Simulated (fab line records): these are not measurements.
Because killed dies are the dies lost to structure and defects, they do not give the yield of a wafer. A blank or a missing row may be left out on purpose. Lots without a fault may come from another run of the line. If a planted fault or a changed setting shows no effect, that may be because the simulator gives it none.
A struck lot beside a sound one || flow nand-harc || 13 steps out of a route of 1302
Sound: wafers L584.1, L584.2, L584.6. Struck: wafer L595.6 (L595.1, L595.2, from the same lot, were not struck and are left out); the cause is given at the end.
At each step with rows: each side's tool, then ch and its chambers, then its first start. Under that, the readings that differ: sound wafers || struck wafers || difference of the means || sigmas: that difference in standard deviations of wafers without a fault.
alike: readings with means less than 2 such deviations apart, plus words and numbers identical on both sides. not compared: withheld readings, readings lacking a value on some wafer, bounds such as >300 that could conceal the same value, and numbers that have no deviation in the record and whose values overlap.
The two part at a step that has a row with sigmas, a row that says differs or no value, or rows on one side only. When numbers do not overlap yet have no deviation, they are printed without sigmas and do not part them. A reading that every wafer of one side lacks parts them only if that side has two wafers or more.

first, 4 steps without rows for these wafers: NHARC_A_STAIRCASE_PEB_182 (peb time 130 s); NHARC_A_STAIRCASE_DEVELOP_183 (time 140 s); NHARC_A_STAIRCASE_HARDBAKE_185 (time 140 s); NHARC_A_STAIRCASE_DESCUM_186 (chemistry O2, time 3 s).
NHARC_A_STAIRCASE_TRIM_187: chemistry O2, time 211.2 s.
  sound on rie-diel-01 ch 0,1, day 16 14:43; struck on rie-diel-01 ch 3, day 20 13:10
  alike: drypump-motor-current-A, oes-product-au, rf-vpp-V, showerhead-plenum-p-Torr, throttle-valve-pct
  not compared: rf-hours-counter-h
then, 2 steps without rows for these wafers: NHARC_A_STAIRCASE_ETCH_188 (etches the open film in C4F8/O2, target depth 100 nm, time 40.5 s); NHARC_A_STAIRCASE_TRIM_189 (chemistry O2, time 211.2 s).
NHARC_A_STAIRCASE_ETCH_190: etches the open film in C4F8/O2, target depth 100 nm, time 40.5 s.
  sound on rie-diel-01 ch 1,2; struck on rie-diel-01 ch 1
{"reading": "oes-product-au (a.u.)", "sound": "0.933 0.945 0.937", "struck": 0.963, "difference": "+0.025", "sigmas": "+2"}
  alike: rf-fwd-power-W, rf-vpp-V
  not compared: rf-hours-counter-h
NHARC_A_STAIRCASE_TRIM_191: chemistry O2, time 211.2 s.
  sound on rie-diel-01 ch 1,2; struck on rie-diel-01 ch 1
  alike: drypump-motor-current-A, oes-product-au, rf-vpp-V, showerhead-plenum-p-Torr, throttle-valve-pct
  not compared: rf-hours-counter-h
NHARC_A_STAIRCASE_ETCH_192: etches the open film in C4F8/O2, target depth 100 nm, time 40.5 s.
  sound on rie-diel-01 ch 0,3; struck on rie-diel-01 ch 1
{"reading": "oes-product-au (a.u.)", "sound": "0.936 0.929 0.946", "struck": 0.961, "difference": "+0.024", "sigmas": "+2"}
  alike: rf-fwd-power-W, rf-vpp-V
  not compared: rf-hours-counter-h
NHARC_A_STAIRCASE_TRIM_193: chemistry O2, time 211.2 s.
  sound on rie-diel-01 ch 0,2,3; struck on rie-diel-01 ch 1
  alike: drypump-motor-current-A, oes-product-au, rf-vpp-V, showerhead-plenum-p-Torr, throttle-valve-pct
  not compared: rf-hours-counter-h
NHARC_A_STAIRCASE_ETCH_194: etches the open film in C4F8/O2, target depth 100 nm, time 40.5 s.
  sound on rie-diel-01 ch 1,2,3, day 16 15:48; struck on rie-diel-01 ch 3, day 20 14:01
{"reading": "oes-product-au (a.u.)", "sound": "0.942 0.939 0.945", "struck": 0.848, "difference": -0.094, "sigmas": -9}
{"reading": "rf-fwd-power-W (W)", "sound": "592.9 592.3 590.2", "struck": 499.6, "difference": -92.2, "sigmas": -31}
  alike: rf-vpp-V
  not compared: rf-hours-counter-h
-- record jumps: 9 days between struck wafers' starts before vs after; left off in module A_STAIRCASE, resumes in module END, first step shown is number 1302 of the route --
NHARC_END_SORT_01:
  only the struck wafers appear in the record here, on prober-01 ch 0 at day 29 04:47; the sound ones have no rows

WHERE THEY PART
First at NHARC_A_STAIRCASE_ETCH_190; last, within this record, at NHARC_END_SORT_01.

WHY: what the simulator had put in
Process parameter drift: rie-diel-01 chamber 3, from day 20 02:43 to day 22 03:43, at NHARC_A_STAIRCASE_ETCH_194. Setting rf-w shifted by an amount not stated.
